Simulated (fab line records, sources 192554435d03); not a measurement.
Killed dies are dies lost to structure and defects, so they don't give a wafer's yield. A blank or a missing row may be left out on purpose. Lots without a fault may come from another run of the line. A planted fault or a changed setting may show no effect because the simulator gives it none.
Which tool did it? | flow n5_finfet | 8 lots, 24 wafers sampled, at 7 steps of a route of 1938

WHAT THE GAUGES READ, wafer by wafer
N5_FIN_SAQP_CD_MEAS_16: target cd 35.6 nm. Usual: cd_nm 35.60 nm, standard deviation 0.25.
lot  | measured    | on        | cd_nm (nm)        | flag
L243 | day 2 21:25 | cd_sem-01 | 35.17 35.57 35.52 |
L244 | day 3 03:23 | cd_sem-01 | 35.95 35.91 36.12 |
L245 | day 3 09:33 | cd_sem-03 | 35.68 35.75 35.66 |
L251 | day 4 21:47 | cd_sem-01 | 35.47 35.49 35.35 |
L252 | day 5 03:38 | cd_sem-02 | 35.72 35.08 35.46 |
L254 | day 5 15:28 | cd_sem-03 | 35.35 35.59 35.03 |
L257 | day 6 09:52 | cd_sem-03 | 35.58 35.87 35.39 |
L258 | day 6 15:49 | cd_sem-01 | 35.23 35.69 35.64 |

N5_FIN_SAQP_CD_MEAS_31: target cd 8 nm. Usual: cd_nm 8.12 nm, standard deviation 0.23.
lot  | measured    | on        | cd_nm (nm)     | flag
L243 | day 3 02:12 | cd_sem-03 | - - -          | OFF
L244 | day 3 07:50 | cd_sem-02 | - - -          | OFF
L245 | day 3 13:13 | cd_sem-02 | - - -          | OFF
L251 | day 5 06:19 | cd_sem-02 | 8.35 7.95 7.90 |
L252 | day 5 08:35 | cd_sem-02 | 7.95 7.96 8.18 |
L254 | day 5 19:46 | cd_sem-02 | 8.40 8.31 7.73 |
L257 | day 6 14:06 | cd_sem-03 | 7.83 7.92 7.84 |
L258 | day 6 21:47 | cd_sem-02 | 7.89 7.81 8.46 |

N5_BEOL_M4_RC_MEAS_101. Usual: DIBL_N 36.5 mV/V, standard deviation 1.2; DIBL_P 36.5 mV/V, standard deviation 1.6; IOFF_N 0.162 nA/um, standard deviation 0.023; IOFF_P 0.221 nA/um, standard deviation 0.03; ION_N 678 uA/um, standard deviation 8; ION_P 466 uA/um, standard deviation 6.3; SS_N 71.6 mV/dec, standard deviation 0.46; SS_P 73.3 mV/dec, standard deviation 0.57; VT_N 249.2 mV, standard deviation 2.6; VT_P -249 mV, standard deviation 3.3.
lot  | measured     | on        | DIBL_N (mV/V)  | DIBL_P (mV/V)  | IOFF_N (nA/um)    | IOFF_P (nA/um)    | ION_N (uA/um) | ION_P (uA/um) | SS_N (mV/dec)  | SS_P (mV/dec)  | VT_N (mV)         | VT_P (mV)      | flag
L251 | day 13 02:02 | prober-02 | 37.5 38.3 36.6 | 36.6 38.0 36.3 | 0.181 0.198 0.161 | 0.252 0.271 0.251 | 674 677 673   | 459 466 465   | 72.5 72.7 71.7 | 73.3 73.6 72.7 | 250.2 248.7 247.8 | -246 -245 -245 |
L252 | day 13 02:37 | prober-01 | 36.6 36.0 37.1 | 36.6 36.7 37.6 | 0.161 0.152 0.177 | 0.226 0.232 0.246 | 682 670 686   | 467 466 471   | 71.9 71.6 71.3 | 73.1 73.4 72.5 | 251.7 251.2 247.3 | -247 -251 -246 |
L254 | day 14 00:28 | prober-02 | 36.4 35.2 35.3 | 36.0 34.9 34.5 | 0.158 0.139 0.131 | 0.192 0.184 0.173 | 674 671 667   | 459 460 463   | 72.3 71.1 71.5 | 73.2 73.0 72.2 | 247.5 249.5 254.4 | -252 -252 -253 |
L257 | day 14 11:44 | prober-01 | 36.2 35.3 34.6 | 38.9 38.1 36.3 | 0.194 0.165 0.152 | 0.254 0.232 0.215 | 695 677 678   | 471 464 465   | 72.0 72.7 71.9 | 73.8 72.7 73.0 | 247.0 248.3 251.2 | -246 -248 -247 |
L258 | day 14 12:09 | prober-02 | 38.8 36.4 38.4 | 39.4 36.0 38.4 | 0.225 0.173 0.204 | 0.302 0.244 0.288 | 700 682 687   | 475 471 479   | 72.1 71.6 71.8 | 74.0 72.6 74.0 | 243.9 246.0 246.0 | -244 -245 -244 |

WHICH TOOL RAN EACH LOT (tool, then ch and the chambers of the sampled wafers, then the start)
lot  | N5_FIN_SAQP_PECVD_47           | N5_FIN_SAQP_DESCUM_21             | N5_FIN_SAQP_ETCH_57               | N5_FIN_SAQP_MANDREL_ETCH_58
L243 | pecvd-01 ch 1,2, day 2 20:43   | rie_diel-06 ch 1,2,3, day 2 21:31 | rie_diel-01 ch 2,3, day 3 00:43   | rie_si-04 ch 0,2, day 3 00:51
L244 | pecvd-01 ch 0,2, day 3 02:41   | rie_diel-06 ch 0,1,2, day 3 03:29 | rie_diel-04 ch 0,3, day 3 05:44   | rie_si-01 ch 0,2,3, day 3 05:52
L245 | pecvd-01 ch 0,2, day 3 08:58   | rie_diel-04 ch 0,3, day 3 09:40   | rie_diel-01 ch 0,1, day 3 11:43   | rie_si-04 ch 0,1, day 3 11:52
L251 | pecvd-01 ch 0,1,2, day 4 21:08 | rie_diel-04 ch 0,1,3, day 4 22:38 | rie_diel-01 ch 0,1,2, day 5 02:46 | rie_si-01 ch 0,2,3, day 5 02:55
L252 | pecvd-03 ch 0,1, day 5 02:58   | rie_diel-04 ch 1,2,3, day 5 03:43 | rie_diel-01 ch 0,2,3, day 5 06:51 | rie_si-04 ch 0,1,3, day 5 06:59
L254 | pecvd-01 ch 1,2, day 5 14:56   | rie_diel-01 ch 1,3, day 5 15:34   | rie_diel-01 ch 1,3, day 5 18:16   | rie_si-01 ch 0,1,2, day 5 18:24
L257 | pecvd-03 ch 1,2, day 6 09:12   | rie_diel-06 ch 0,1, day 6 09:58   | rie_diel-01 ch 0,3, day 6 12:37   | rie_si-04 ch 2,3, day 6 12:45
L258 | pecvd-01 ch 0,1, day 6 15:08   | rie_diel-04 ch 1,2, day 6 15:55   | rie_diel-04 ch 1,2,3, day 6 18:40 | rie_si-01 ch 0,2,3, day 6 18:48
- N5_FIN_SAQP_PECVD_47: deposits a-Si from SiH4/He, target thk 45 nm, time 36.3 s.
- N5_FIN_SAQP_DESCUM_21: chemistry O2, time 7.9 s.
- N5_FIN_SAQP_ETCH_57: etches SiNx in CH3F/O2, target depth 32.5 nm, time 46.4 s.
- N5_FIN_SAQP_MANDREL_ETCH_58: etches a-Si in HBr/Cl2, stops on SiNx, target depth 45 nm, bt time 10 s, time 27 s.

WHAT THE TOOLS THEMSELVES READ (means of the sampled wafers that have a number; where no wafer has one, the mark that the record gives instead)
N5_FIN_SAQP_PECVD_47. Usual: heater_power_w 849 W, standard deviation 110; showerhead_plenum_p_Torr 5.64 Torr, standard deviation 0.054; susceptor_temp_C 399.98 C, standard deviation 0.22; throttle_valve_pct 18.5 %, standard deviation 0.85.
lot  | tool     | heater_power_w (W) | showerhead_plenum_p_Torr (Torr) | susceptor_temp_C (C) | throttle_valve_pct (%) | flag
L243 | pecvd-01 | 924                | 5.59                            | 399.85               | 17.7                   |
L244 | pecvd-01 | 993                | 5.62                            | 400.28               | 18.1                   |
L245 | pecvd-01 | 887                | 5.62                            | 400.00               | 18.2                   |
L251 | pecvd-01 | 891                | 5.61                            | 399.81               | 18.2                   |
L252 | pecvd-03 | 856                | 5.62                            | 399.67               | 18.5                   |
L254 | pecvd-01 | 831                | 5.57                            | 399.87               | 17.8                   |
L257 | pecvd-03 | 915                | 5.61                            | 399.89               | 18.7                   |
L258 | pecvd-01 | 771                | 5.61                            | 400.22               | 18.6                   |

N5_FIN_SAQP_DESCUM_21. Usual: drypump_motor_current_A 5.8 A, standard deviation 0.41; oes_product_au 0.81 a.u., standard deviation 0.067; rf_vpp_V 243.8 V, standard deviation 1.2; showerhead_plenum_p_Torr 2.13 Torr, standard deviation 0.067; throttle_valve_pct 20.43 %, standard deviation 0.21.
lot  | tool        | drypump_motor_current_A (A) | oes_product_au (a.u.) | rf_vpp_V (V) | showerhead_plenum_p_Torr (Torr) | throttle_valve_pct (%) | flag
L243 | rie_diel-06 | 5.6                         | 0.83                  | 244.3        | 2.15                            | 20.35                  |
L244 | rie_diel-06 | 5.6                         | 0.82                  | 244.1        | 2.14                            | 20.42                  |
L245 | rie_diel-04 | 6.4                         | 0.76                  | 243.5        | 2.12                            | 20.33                  |
L251 | rie_diel-04 | 6.1                         | 0.77                  | 243.7        | 2.09                            | 20.29                  |
L252 | rie_diel-04 | 5.8                         | 0.79                  | 244.2        | 2.16                            | 20.40                  |
L254 | rie_diel-01 | 5.7                         | 0.83                  | 243.9        | 2.12                            | 20.42                  |
L257 | rie_diel-06 | 5.9                         | 0.78                  | 243.5        | 2.09                            | 20.55                  |
L258 | rie_diel-04 | 5.4                         | 0.79                  | 243.3        | 2.13                            | 20.35                  |

N5_FIN_SAQP_ETCH_57. Usual: CH3F_flow_sccm 30.00 sccm, standard deviation 0.084; O2_flow_sccm 20.01 sccm, standard deviation 0.056; drypump_motor_current_A 5.8 A, standard deviation 0.39; etch_rf_on_time_s 46.0 s, standard deviation 0.85; mfc_ar_sccm 150.0 sccm, standard deviation 0.45; oes_product_au 0.70 a.u., standard deviation 0.056; rf_vpp_V 298 V, standard deviation 3.8; showerhead_plenum_p_Torr 2.04 Torr, standard deviation 0.055; throttle_valve_pct 16.32 %, standard deviation 0.19.
lot  | tool        | CH3F_flow_sccm (sccm) | O2_flow_sccm (sccm) | drypump_motor_current_A (A) | etch_rf_on_time_s (s) | mfc_ar_sccm (sccm) | oes_product_au (a.u.) | rf_vpp_V (V) | showerhead_plenum_p_Torr (Torr) | throttle_valve_pct (%) | flag
L243 | rie_diel-01 | -                     | -                   | -                           | -                     | -                  | -                     | -            | -                               | -                      | OFF
L244 | rie_diel-04 | -                     | -                   | -                           | -                     | -                  | -                     | -            | -                               | -                      | OFF
L245 | rie_diel-01 | -                     | -                   | -                           | -                     | -                  | -                     | -            | -                               | -                      | OFF
L251 | rie_diel-01 | 29.99                 | 20.04               | 5.9                         | 45.1                  | 149.7              | 0.75                  | 299          | 2.03                            | 16.32                  |
L252 | rie_diel-01 | 29.96                 | 19.95               | 5.8                         | 45.8                  | 150.0              | 0.73                  | 299          | 2.03                            | 16.37                  |
L254 | rie_diel-01 | 30.07                 | 19.98               | 5.7                         | 45.3                  | 150.1              | 0.71                  | 298          | 2.03                            | 16.33                  |
L257 | rie_diel-01 | 30.07                 | 20.01               | 5.7                         | 45.6                  | 149.9              | 0.71                  | 301          | 2.08                            | 16.36                  |
L258 | rie_diel-04 | 29.95                 | 20.01               | 5.7                         | 46.0                  | 150.2              | 0.66                  | 299          | 2.05                            | 16.33                  |

N5_FIN_SAQP_MANDREL_ETCH_58. Usual: HBr_flow_sccm 150.0 sccm, standard deviation 0.42; bias_w 74.99 W, standard deviation 0.25; drypump_motor_current_A 6.1 A, standard deviation 0.53; oes_product_au 0.701 a.u., standard deviation 0.011; throttle_valve_pct 35.63 %, standard deviation 0.28.
lot  | tool      | HBr_flow_sccm (sccm) | bias_w (W) | drypump_motor_current_A (A) | oes_product_au (a.u.) | throttle_valve_pct (%) | flag
L243 | rie_si-04 | 149.8                | 74.76      | 6.3                         | 0.317                 | 36.08                  | OFF
L244 | rie_si-01 | 150.0                | 74.74      | 6.0                         | 0.325                 | 36.66                  | OFF
L245 | rie_si-04 | 150.1                | 75.12      | 6.0                         | 0.319                 | 36.13                  | OFF
L251 | rie_si-01 | 149.9                | 75.15      | 6.0                         | 0.712                 | 35.89                  |
L252 | rie_si-04 | 150.0                | 75.00      | 6.0                         | 0.693                 | 35.27                  |
L254 | rie_si-01 | 149.9                | 74.89      | 6.0                         | 0.702                 | 35.90                  |
L257 | rie_si-04 | 150.1                | 74.96      | 6.3                         | 0.698                 | 35.21                  |
L258 | rie_si-01 | 150.0                | 75.04      | 6.0                         | 0.708                 | 35.90                  |

THE ANSWER, worked out from the rows above alone
Rule: a lot is off if the mean of its wafers that have a number lies more than 3 standard deviations from the usual mean. A lot without any number at a reading at which 4 lots or more have one is off too. The other lots that the step has rows for count as sound. The gauges are gone through in route order, then the tools' own readings, and for those a lot's mean is taken as printed above. The first step at which some lot is off is used, and at that step the reading that is off furthest; a lot without a number counts as furthest.
Off: L243, L244, L245, at N5_FIN_SAQP_CD_MEAS_31 (cd_nm). Without a number there: L243, L244, L245.
A tool fits if, at a process step before that reading, it ran every lot that is off, and no sound lot after the first of them. The gauges at N5_FIN_SAQP_CD_MEAS_31 aren't tried: what is off there is off at N5_FIN_SAQP_ETCH_57 too, on other tools, and a gauge's error can't cause that. None of those tried fits.

WHAT THE SIMULATOR HAD PUT IN
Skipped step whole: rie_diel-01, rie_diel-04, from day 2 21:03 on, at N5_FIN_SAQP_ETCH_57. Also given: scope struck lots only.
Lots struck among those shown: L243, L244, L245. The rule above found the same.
